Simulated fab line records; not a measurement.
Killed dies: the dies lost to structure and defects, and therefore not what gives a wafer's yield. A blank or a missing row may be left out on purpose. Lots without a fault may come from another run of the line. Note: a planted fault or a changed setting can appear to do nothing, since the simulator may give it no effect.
fab line records | flow n5Finfet
[record] lots = 6 wafers = 18 lastDay = 17
route steps=1938 shown ZERO_LAYER@12 WELL_APT@20 BEOL_M4@1111 PASSIVATION@1936
lots that met no fault: taken from a fault-free run of the same line
startH: the number of hours between the record's first day and the start of the first shown wafer of the lot | waitH: time in hours since the lot's previous step | " identical to the entry in the row above | L1.1+2: several wafers, shown together as one row | - no value, or no start given | * or withheld: withheld | < > ~ a bound
route shown NAME@n: a module of which the file shows steps, and the number in the route of the first | usual: the fault-free wafers' mean and standard deviation | same: alike in all rows | chamber/n: place in a boat | sites: the reading at each site | _std_site: the standard deviation of these | _edge_site: the outer-site mean with the inner-site mean subtracted | radiusMm: how far each site lies from the wafer's centre | mask NAME#n: copy n | behind: the most recent tool/chamber to have shaped the wafer | hold: reason for holding the lot/hours on hold/outcome of the hold | device: the transistor (n, p or np) that didn't switch | end of line: tests run on the same wafers once the route is complete | a step with no rows: only its recipe | killed: count of dies lost to structure and defects at first sort (not the wafer's yield) | map: dies across one wafer; x = killed, . = not, _ = none there
set.NAME: the setting as run; set.NAME@STEP: as run at that earlier step | model.NAME: the simulator's own value behind a step, which no gauge read
certain route steps with their lots: each step a table, each wafer a row
services: when a tool's chamber went out of use (startH, in hours from the record's first day, below 0 if earlier), for how many hours, and the reason
[[steps]]
[step N5_ZERO_LAYER_HARDBAKE_23]
[recipe] tempC = 130 timeS = 120
[step N5_ZERO_LAYER_CD_MEAS_11]
[recipe] targetCdNm = 2000 landingEnergyEv = 500 detector = seInlens
[usual] cdNm = 2000.5/1.7
// columns lot.wafer tool chamber startH waitH cdNm
L985.3 cdSem-03 0 18.64 - 2003.3
L985.5 " 0 " " 2001.6
L985.6 " 0 " " 2004.4
L990.3 cdSem-01 0 48.87 - 1998.8
L990.4 " 0 " " 1999.0
L990.5 " 0 " " 1999.9
L994.1 cdSem-01 0 72.64 - 1998.2
L994.2 " 0 " " 1999.1
L994.6 " 0 " " 2000.8
L998.1 cdSem-03 0 96.64 - 1996.3
L998.5 " 0 " " 1996.8
L998.6 " 0 " " 1997.7
L102.1 cdSem-03 0 120.67 - 1998.8
L102.5 " 0 " " 2001.8
L102.6 " 0 " " 1999.9
L103.2 cdSem-01 0 126.64 - 2002.3
L103.5 " 0 " " 2004.2
L103.6 " 0 " " 2000.4
[step N5_ZERO_LAYER_DESCUM_16]
[recipe] chemistry = O2 timeS = 7.9 sourcePowerW = 50 biasPowerW = 20 pressureMtorr = 20 rfFrequencyHz = 2.712e+07 tempC = 40 o2FlowSccm = 225
[usual] drypumpMotorCurrentA = 5.6/0.39 oesProductAu = 0.75/0.064 rfVppV = 242.5/1.4 showerheadPlenumPTorr = 2.06/0.063 throttleValvePct = 20.42/0.25
[same] timeS = 7.9
// columns lot.wafer tool chamber startH waitH drypumpMotorCurrentA oesProductAu rfHoursCounterH rfVppV showerheadPlenumPTorr throttleValvePct
L985.3 rieDiel-05 0 18.68 0.0 5.5 0.78 109 243.0 2.03 20.56
L985.5 " 1 " " 6.1 0.73 - 240.8 1.99 20.41
L985.6 " 2 " " 5.3 0.72 - 242.4 2.18 20.98
L990.3 rieDiel-02 3 48.99 0.1 6.2 0.72 196 241.5 2.01 20.68
L990.4 " 2 " " 5.6 0.68 242 242.4 2.06 20.49
L990.5 " 2 " " 5.6 0.68 - 241.4 2.06 20.50
L994.1 rieDiel-05 1 72.90 0.3 6.2 0.72 219 240.8 1.98 20.42
L994.2 " 2 " " 5.3 0.70 198 243.8 2.18 21.00
L994.6 " 1 " " 6.2 0.72 - 241.4 1.98 20.42
L998.1 rieDiel-05 3 96.68 0.0 5.8 0.75 149 241.6 1.98 20.38
L998.5 " 0 " " 5.4 0.76 - 242.9 2.02 20.60
L998.6 " 3 " " 5.8 0.76 - 241.4 1.98 20.39
L102.1 rieDiel-02 3 120.71 0.0 6.2 0.70 219 241.6 2.00 20.72
L102.5 " 0 " " 5.3 0.90 - 243.0 2.14 20.17
L102.6 " 1 " " 5.8 0.68 - 243.1 2.06 20.10
L103.2 rieDiel-03 3 127.06 0.4 5.4 0.76 124 242.9 2.11 20.15
L103.5 " 1 " " 5.0 0.75 - 241.7 2.00 20.47
L103.6 " 3 " " 5.4 0.75 - 241.9 2.11 20.15
[step N5_ZERO_LAYER_ETCH_17]
[recipe] chemistry = CF4 target = SiO2 targetDepthA = 120 timeS = 13.3 ionEnergyEv = 350 pressureMtorr = 40 sourceW = 450 biasW = 215 Ar_flow_sccm = 100 cf4FlowSccm = 100
[usual] drypumpMotorCurrentA = 5.6/0.39 oesProductAu = 0.75/0.067 rfVppV = 946/4 showerheadPlenumPTorr = 2.10/0.061 throttleValvePct = 15.65/0.2
[same] timeS = 13.3
// columns lot.wafer tool chamber startH waitH drypumpMotorCurrentA oesProductAu rfHoursCounterH rfVppV showerheadPlenumPTorr throttleValvePct
L985.3 rieDiel-05 0 18.71 0.0 5.4 0.78 109 943 2.07 15.69
L985.5 " 1 " " 6.2 0.73 - 943 2.04 15.70
L985.6 " 2 " " 5.2 0.70 - 955 2.19 15.97
L990.3 rieDiel-02 3 49.03 0.0 6.2 0.71 196 942 2.04 15.81
L990.4 " 2 " " 5.6 0.68 242 947 2.11 15.82
L990.5 " 2 " " 5.5 0.68 - 946 2.11 15.79
L994.1 rieDiel-05 1 72.94 0.0 6.1 0.72 219 943 2.04 15.71
L994.2 " 2 " " 5.3 0.70 198 954 2.19 16.04
L994.6 " 1 " " 6.1 0.72 - 942 2.04 15.72
L998.1 rieDiel-05 3 96.72 0.0 5.8 0.74 149 944 2.06 15.82
L998.5 " 0 " " 5.5 0.76 - 943 2.06 15.74
L998.6 " 3 " " 5.7 0.74 - 943 2.06 15.81
L102.1 rieDiel-02 3 120.74 0.0 6.2 0.69 219 943 2.03 15.84
L102.5 " 0 " " 5.3 0.90 - 951 2.19 15.40
L102.6 " 1 " " 5.8 0.68 - 947 2.12 15.48
L103.2 rieDiel-03 3 127.09 0.0 5.5 0.75 124 949 2.15 15.37
L103.5 " 1 " " 5.0 0.73 - 942 2.03 15.55
L103.6 " 3 " " 5.4 0.75 - 950 2.15 15.36
[step N5_ZERO_LAYER_ETCH_18]
[recipe] chemistry = HBr/Cl2 target = Si targetDepthA = 1200 timeS = 40 pressureMtorr = 10 icpW = 800 biasW = 75 HBr_flow_sccm = 150 Cl2_flow_sccm = 80
[usual] drypumpMotorCurrentA = 5.55/0.29 oesProductAu = 0.996/0.016 throttleValvePct = 36.2/0.42
[same] timeS = 40
// columns lot.wafer tool chamber startH waitH drypumpMotorCurrentA oesProductAu rfHoursCounterH throttleValvePct
L985.3 rieSi-03 1 18.79 0.0 5.15 0.996 45 35.8
L985.5 " 1 " " 5.14 0.988 - 35.7
L985.6 " 2 " " 5.36 0.996 - 36.7
L990.3 rieSi-01 3 49.10 0.0 5.45 0.989 7 36.3
L990.4 " 0 " " 5.62 0.981 121 36.3
L990.5 " 3 " " 5.45 0.992 - 36.3
L994.1 rieSi-01 1 73.01 0.0 5.81 1.001 54 36.6
L994.2 " 3 " " 5.45 0.990 8 36.3
L994.6 " 3 " " 5.45 0.990 - 36.3
L998.1 rieSi-05 2 96.79 0.0 5.63 1.017 7 36.0
L998.5 " 3 " " 6.25 0.990 - 36.0
L998.6 " 2 " " 5.61 1.016 - 36.0
L102.1 rieSi-03 3 120.82 0.0 5.46 0.975 76 35.5
L102.5 " 0 " " 5.55 1.010 - 36.7
L102.6 " 3 " " 5.45 0.985 - 35.5
L103.2 rieSi-05 0 127.16 0.0 5.69 1.021 126 36.6
L103.5 " 1 " " 5.67 0.975 - 35.8
L103.6 " 2 " " 5.64 1.019 - 36.0
[step N5_ZERO_LAYER_STRIP_24]
[recipe] chemistry = O2 powerW = 1000 tempC = 250 overashFraction = 0.3 pressureMtorr = 1000 o2FlowSccm = 6750
[usual] drypumpMotorCurrentA = 5.6/0.59 heaterPowerW = 308/9.4 oesProductAu = 0.648/0.0043 stripTimeToEndpointS = 43.84/0.092
// columns lot.wafer tool chamber startH waitH drypumpMotorCurrentA heaterPowerW oesProductAu rfHoursCounterH stripTimeToEndpointS
L985.3 plasmaAsher-02 0 18.91 0.1 5.0 316 0.650 - 43.82
L985.5 " 1 " " 6.3 306 0.654 - 43.85
L985.6 " 0 " " 5.0 310 0.647 - 43.92
L990.3 plasmaAsher-02 0 49.23 0.1 5.0 309 0.651 - 43.90
L990.4 " 1 " " 6.3 308 0.652 - 43.81
L990.5 " 1 " " 6.3 307 0.644 - 43.82
L994.1 plasmaAsher-02 0 73.12 0.1 5.0 309 0.639 38 43.81
L994.2 " 1 " " 6.3 307 0.644 38 43.80
L994.6 " 0 " " 5.0 314 0.650 - 43.80
L998.1 plasmaAsher-01 0 96.89 0.1 5.2 316 0.641 90 43.80
L998.5 " 1 " " 5.4 287 0.651 - 43.85
L998.6 " 0 " " 5.1 315 0.644 - 43.79
L102.1 plasmaAsher-02 1 120.92 0.1 6.3 307 0.659 48 43.80
L102.5 " 1 " " 6.4 297 0.648 - 43.86
L102.6 " 0 " " 5.0 316 0.650 - 43.77
L103.2 plasmaAsher-02 1 127.28 0.1 6.3 308 0.643 49 43.84
L103.5 " 1 " " 6.3 309 0.647 - 43.84
L103.6 " 0 " " 5.0 316 0.644 - 43.83
[step N5_ZERO_LAYER_STRIP_19]
[recipe] chemistry = SPM timeS = 900 tempC = 130 h2so4H2o2VolRatio = 4 dry = ipaMarangoni
[step N5_ZERO_LAYER_INSPECT_20]
[recipe] inspectInstrument = darkfield mode = postClean
[usual] rawDefectCount = 36/21
// columns lot.wafer tool chamber startH waitH rawDefectCount
L985.3 defectInspect-02 - 19.25 0.0 47
L985.5 " - " " 25
L985.6 " - " " 28
L990.3 defectInspect-01 - 49.58 0.0 14
L990.4 " - " " 27
L990.5 " - " " 22
L994.1 defectInspect-01 - 73.48 0.0 25
L994.2 " - " " 16
L994.6 " - " " 23
L998.1 defectInspect-02 - 97.25 0.0 31
L998.5 " - " " 54
L998.6 " - " " 40
L102.1 defectInspect-01 - 121.28 0.0 59
L102.5 " - " " 20
L102.6 " - " " 34
L103.2 defectInspect-02 - 127.64 0.0 25
L103.5 " - " " 27
L103.6 " - " " 50
[step N5_WELL_APT_HMDS_01]
[recipe] timeS = 60 tempC = 120
[step N5_WELL_APT_COAT_02]
[recipe] spinRpm = 1357 resistThkNm = 950
[step N5_WELL_APT_EBR_04]
[recipe] solvent = PGMEA ebrWidthMm = 1.5
[step N5_WELL_APT_SOFTBAKE_03]
[recipe] tempC = 130 timeS = 60
[step N5_WELL_APT_EXPOSE_05]
[recipe] maskId = NWELL na = 0.8 sourceShape = conventional sigmaOuter = 0.8 polarization = unpolarized defocusNm = 0 targetCdNm = 200 doseMj = 20.3
// columns lot.wafer tool chamber startH waitH mask model.WELL_APT.overlayXNm
L985.3+5+6 krfScanner-01 0 19.40 - NWELL#0 0.4744
L990.3+4+5 krfScanner-01 0 49.72 - NWELL#0 -0.1284
L994.1+2+6 krfScanner-01 0 73.61 - NWELL#0 -1.087
L998.1+5+6 krfScanner-01 0 97.39 - NWELL#0 1.153
L102.1+5+6 krfScanner-01 0 121.41 - NWELL#0 2.97
L103.2+5+6 krfScanner-01 0 127.77 - NWELL#0 0.2991
[step N5_WELL_APT_PEB_06]
[recipe] pebTempC = 130 pebTimeS = 90
[step N5_BEOL_M4_RC_MEAS_101]
[usual] DIBL_N = 36.6/1.8 DIBL_P = 37.1/2.1 IOFF_N = 0.17/0.033 IOFF_P = 0.23/0.039 ION_N = 681/13 ION_P = 467/8.7 SS_N = 71.6/0.59 SS_P = 73.4/0.63 VT_N = 249/3.4 VT_P = -249/3.7
// columns lot.wafer tool chamber startH waitH DIBL_N[mV/V] DIBL_P[mV/V] IOFF_N[nA/um] IOFF_P[nA/um] ION_N[uA/um] ION_P[uA/um] SS_N[mV/dec] SS_P[mV/dec] VT_N[mV] VT_P[mV]
L985.3 prober-02 0 168.04 0.3 34.6 36.8 0.14 0.19 661 455 71.9 73.5 253 -250
L985.5 " 0 " " 35.5 37.8 0.16 0.21 665 457 71.4 73.9 250 -250
L985.6 " 0 " " 32.8 35.0 0.13 0.17 672 462 70.4 73.0 249 -250
L990.3 prober-02 0 216.18 0.3 38.0 38.5 0.19 0.21 675 458 71.3 73.7 248 -250
L990.4 " 0 " " 34.2 35.2 0.13 0.17 673 464 70.1 72.6 253 -254
L990.5 " 0 " " 37.5 38.6 0.18 0.21 688 467 70.8 73.4 247 -250
L994.1 prober-01 0 222.40 0.0 36.0 34.2 0.15 0.19 668 458 71.8 72.8 253 -252
L994.2 " 0 " " 40.0 39.8 0.23 0.28 689 463 72.9 74.4 245 -247
L994.6 " 0 " " 40.2 40.0 0.25 0.30 690 469 72.7 74.5 244 -248
L998.1 prober-02 0 262.69 0.0 36.5 37.8 0.16 0.19 667 453 72.6 74.0 251 -253
L998.5 " 0 " " 38.5 39.4 0.19 0.22 686 459 72.1 73.7 249 -253
L998.6 " 0 " " 37.7 37.3 0.17 0.18 658 448 71.6 73.2 253 -252
L102.1 prober-01 0 285.69 0.0 38.5 37.2 0.19 0.24 693 473 72.0 73.4 249 -248
L102.5 " 0 " " 38.7 36.2 0.18 0.23 688 466 71.5 73.0 250 -248
L102.6 " 0 " " 39.8 38.1 0.21 0.26 697 475 71.9 74.0 244 -246
L103.2 prober-02 0 287.52 0.2 36.6 38.3 0.17 0.26 685 473 72.0 73.8 245 -247
L103.5 " 0 " " 39.2 41.8 0.25 0.34 701 482 72.3 74.6 244 -244
L103.6 " 0 " " 36.5 37.5 0.17 0.24 691 474 71.5 73.7 246 -246
[step N5_PASSIVATION_PROBE_49]
[usual] defectLimitedYield = 91.1/1.4 killed_at_M0_to_M3 = 32/9.4 killed_at_M4_up = 14/5.1 killedAtContacts = 11/5.5 killedAtFrontEnd = 44/13 killedAtOther = 4/3.2 killedDies = 104/16 killedOpen = 70/12 killedShort = 33/7.8 sort_bin_5_function = 5.1/0.91 sort_bin_6_memory = 3.4/0.63 sortNPass = 1075/16 sortYieldPct = 91.2/1.4
[same] grossDies = 1180 killedAtBackSide = 0 sort_bin_4_leakage[%] = 0 sort_bin_8_speed[%] = 0
// columns lot.wafer tool chamber startH waitH defectLimitedYield[%] killed_at_M0_to_M3 killed_at_M4_up killedAtContacts killedAtFrontEnd killedAtOther killedDies killedOpen killedShort sort_bin_5_function[%] sort_bin_6_memory[%] sortNPass sortYieldPct[%]
L985.3 prober-01 - 268.22 0.1 93.0 24 11 9 37 2 83 53 28 3.7 3.1 1097 93.0
L985.5 prober-01 - 268.32 0.2 90.6 41 13 23 32 2 111 80 28 5.5 3.6 1069 90.6
L985.6 prober-01 - 268.37 0.3 91.9 36 7 14 38 1 96 65 30 4.2 3.2 1084 91.9
L990.3 prober-02 - 315.18 0.1 91.3 29 20 14 36 4 103 72 31 4.4 3.9 1077 91.3
L990.4 prober-02 - 315.23 0.2 90.7 31 32 10 34 3 110 72 36 5.3 3.6 1070 90.7
L990.5 prober-02 - 315.28 0.2 92.9 23 13 17 27 4 84 62 22 4.1 2.9 1096 92.9
L998.1 prober-01 - 367.88 0.0 90.3 29 9 16 50 10 114 70 44 5.1 4.0 1066 90.3
L998.5 prober-01 - 368.08 0.2 90.8 20 13 13 46 16 108 65 42 5.7 3.2 1072 90.8
L998.6 prober-01 - 368.13 0.3 90.6 28 14 22 39 8 111 86 25 5.8 3.4 1069 90.6
L102.1 prober-01 - 384.23 0.0 88.2 38 24 2 69 6 139 94 43 6.5 4.7 1041 88.2
L102.5 prober-01 - 384.43 0.2 90.7 33 15 11 39 12 110 58 50 4.4 4.1 1070 90.7
L102.6 prober-01 - 384.48 0.3 90.6 32 17 8 49 5 111 81 28 4.9 4.2 1069 90.6
L103.2 prober-01 - 396.35 0.1 90.3 37 16 9 43 9 114 82 31 5.9 3.3 1066 90.3
L103.5 prober-01 - 396.50 0.2 88.0 24 22 23 65 8 142 99 40 6.5 5.1 1038 88.0
L103.6 prober-01 - 396.55 0.3 88.5 43 6 17 60 10 136 81 48 6.1 4.2 1044 88.5
// killed by level:class
L985.3 STI_FIN_REVEAL:geometricParticle:open=13 DUMMY_GATE:geometricParticle:open=8 MOL_CONTACT_COAG:geometricParticle:open=8 BEOL_M0_SAQP:geometricParticle:open=8 BEOL_M0_SAQP:geometricParticle:short=8 STI_FIN_REVEAL:geometricParticle:short=4 BEOL_M4:geometricParticle:open=4 GATE_CUT:geometricParticle:short=3
L985.5 MOL_CONTACT_COAG:geometricParticle:open=20 BEOL_M0_SAQP:geometricParticle:open=12 STI_FIN_REVEAL:geometricParticle:open=10 BEOL_M2:geometricParticle:open=10 BEOL_M0_SAQP:geometricParticle:short=10 FIN_SAQP:geometricParticle:open=5 DUMMY_GATE:geometricParticle:open=5 FIN_SAQP:geometricParticle:short=4
L985.6 MOL_CONTACT_COAG:geometricParticle:open=12 BEOL_M0_SAQP:geometricParticle:short=12 FIN_SAQP:geometricParticle:open=9 STI_FIN_REVEAL:geometricParticle:open=8 BEOL_M2:geometricParticle:open=7 BEOL_M0_SAQP:geometricParticle:open=6 BEOL_M1:geometricParticle:open=5 BEOL_M4:geometricParticle:open=5
L990.3 STI_FIN_REVEAL:geometricParticle:open=14 MOL_CONTACT_COAG:geometricParticle:open=9 BEOL_M4:geometricParticle:open=9 BEOL_M2:geometricParticle:open=8 DUMMY_GATE:geometricParticle:open=6 BEOL_M1:geometricParticle:open=6 MOL_CONTACT_COAG:geometricParticle:short=5 BEOL_M0_SAQP:geometricParticle:short=4
L990.4 BEOL_M4:geometricParticle:open=22 FIN_SAQP:geometricParticle:open=12 STI_FIN_REVEAL:geometricParticle:open=7 BEOL_M0_SAQP:geometricParticle:short=7 MOL_CONTACT_COAG:geometricParticle:open=6 BEOL_M0_SAQP:geometricParticle:open=6 BEOL_M1:geometricParticle:open=6 BEOL_M1:geometricParticle:short=5
L990.5 MOL_CONTACT_COAG:geometricParticle:open=12 STI_FIN_REVEAL:geometricParticle:open=9 FIN_SAQP:geometricParticle:open=7 BEOL_M4:geometricParticle:open=7 BEOL_M3:geometricParticle:open=6 DUMMY_GATE:geometricParticle:open=5 MOL_CONTACT_COAG:geometricParticle:short=5 BEOL_M0_SAQP:geometricParticle:short=5
L998.1 FIN_SAQP:geometricParticle:open=15 MOL_CONTACT_COAG:geometricParticle:open=15 FIN_SAQP:geometricParticle:short=9 BEOL_M1:geometricParticle:open=9 BEOL_M0_SAQP:geometricParticle:short=7 DUMMY_GATE:geometricParticle:short=6 GATE_CUT:geometricParticle:open=6 BEOL_M3:geometricParticle:open=5
L998.5 FIN_SAQP:geometricParticle:open=11 FIN_SAQP:geometricParticle:short=9 BEOL_M3:geometricParticle:open=9 MOL_CONTACT_COAG:geometricParticle:open=9 BEOL_M4:geometricParticle:open=8 DUMMY_GATE:geometricParticle:open=7 GATE_CUT:geometricParticle:short=7 MOL_CONTACT_COAG:geometricParticle:short=4
L998.6 MOL_CONTACT_COAG:geometricParticle:open=17 BEOL_M1:geometricParticle:open=15 STI_FIN_REVEAL:geometricParticle:open=12 BEOL_M4:geometricParticle:open=9 FIN_SAQP:geometricParticle:open=6 DUMMY_GATE:geometricParticle:open=5 GATE_CUT:geometricParticle:short=5 MOL_CONTACT_COAG:geometricParticle:short=5
L102.1 STI_FIN_REVEAL:geometricParticle:open=20 FIN_SAQP:geometricParticle:short=16 FIN_SAQP:geometricParticle:open=13 BEOL_M3:geometricParticle:open=8 BEOL_M0_SAQP:geometricParticle:short=8 BEOL_M4:geometricParticle:open=7 BEOL_M0_SAQP:geometricParticle:open=6 GATE_CUT:geometricParticle:open=5
L102.5 MOL_CONTACT_COAG:geometricParticle:open=9 STI_FIN_REVEAL:geometricParticle:open=8 BEOL_M0_SAQP:geometricParticle:short=8 FIN_SAQP:geometricParticle:short=6 STI_FIN_REVEAL:geometricParticle:short=6 DUMMY_GATE:geometricParticle:open=5 BEOL_M0_SAQP:geometricParticle:open=5 BEOL_M0:geometricParticle:open=4
L102.6 STI_FIN_REVEAL:geometricParticle:open=21 BEOL_M4:geometricParticle:open=8 BEOL_M3:geometricParticle:open=8 MOL_CONTACT_COAG:geometricParticle:open=6 STARTING-WAFER:geometricParticle:open=6 FIN_SAQP:geometricParticle:open=5 FIN_SAQP:geometricParticle:short=5 BEOL_M0_SAQP:geometricParticle:open=5
L103.2 FIN_SAQP:geometricParticle:open=18 FIN_SAQP:geometricParticle:short=9 BEOL_M0_SAQP:geometricParticle:open=8 BEOL_M1:geometricParticle:open=8 BEOL_M4:geometricParticle:open=7 MOL_CONTACT_COAG:geometricParticle:open=7 STI_FIN_REVEAL:geometricParticle:open=6 BEOL_M2:geometricParticle:open=6
L103.5 MOL_CONTACT_COAG:geometricParticle:open=22 STI_FIN_REVEAL:geometricParticle:open=16 FIN_SAQP:geometricParticle:open=15 FIN_SAQP:geometricParticle:short=10 BEOL_M4:geometricParticle:open=9 BEOL_M2:geometricParticle:open=8 GATE_CUT:geometricParticle:short=7 BEOL_M0_SAQP:geometricParticle:short=5
L103.6 FIN_SAQP:geometricParticle:open=14 FIN_SAQP:geometricParticle:short=13 MOL_CONTACT_COAG:geometricParticle:open=11 STI_FIN_REVEAL:geometricParticle:open=9 BEOL_M2:geometricParticle:open=9 BEOL_M1:geometricParticle:open=8 BEOL_M0_SAQP:geometricParticle:open=7 HKMG_FIN:areaEtch=7
[[services]]
// columns tool chamber startH hours kind
rieDiel-02 0 -5.15 9.2 repair
krfScanner-01 0 18.12 - calibration
rieSi-01 - 21.41 2.8 pm
rieDiel-03 2 26.84 15.1 repair
rieSi-05 2 28.57 14.9 repair
rieSi-05 3 33.94 2.2 repair
rieSi-03 1 37.89 3.5 repair
krfScanner-01 - 38.34 3.7 repair
rieSi-01 2 40.26 1.8 repair
plasmaAsher-01 - 42.37 2.8 repair
rieDiel-02 0 51.11 - clean
rieDiel-02 0 51.11 - consumableReplace:focusRing
rieDiel-02 0 51.11 13.6 scheduledDown
rieDiel-03 1 51.33 11.8 repair
plasmaAsher-01 - 51.65 0.6 repair
krfScanner-01 - 52.45 1.3 pm
rieDiel-03 2 53.78 4.3 repair
rieSi-01 0 65.11 115.4 repair
plasmaAsher-01 - 67.45 2.4 repair
rieSi-03 0 75.17 2.2 repair
rieSi-05 1 94.71 4.2 repair
rieDiel-03 2 110.10 2.5 repair
rieSi-03 0 124.22 12.8 repair
rieDiel-03 2 125.63 4.1 repair
[[key]]
firstSign none at tools or gauges
[modelEffect] step = N5_WELL_APT_EXPOSE_05 value = WELL_APT.overlayXNm without = -2.512 struck = 1.635
metAt N5_WELL_APT_EXPOSE_05
struckWafers L102.1,L102.5,L102.6,L103.2,L103.5,L103.6
onsetBetween 97.39 121.41
alsoFits time
[fault] kind = scannerMatchingOverlay tool = krfScanner-01 chamber = - onsetH = 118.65 steps = N5_WELL_APT_EXPOSE_05 offset = 4.1464
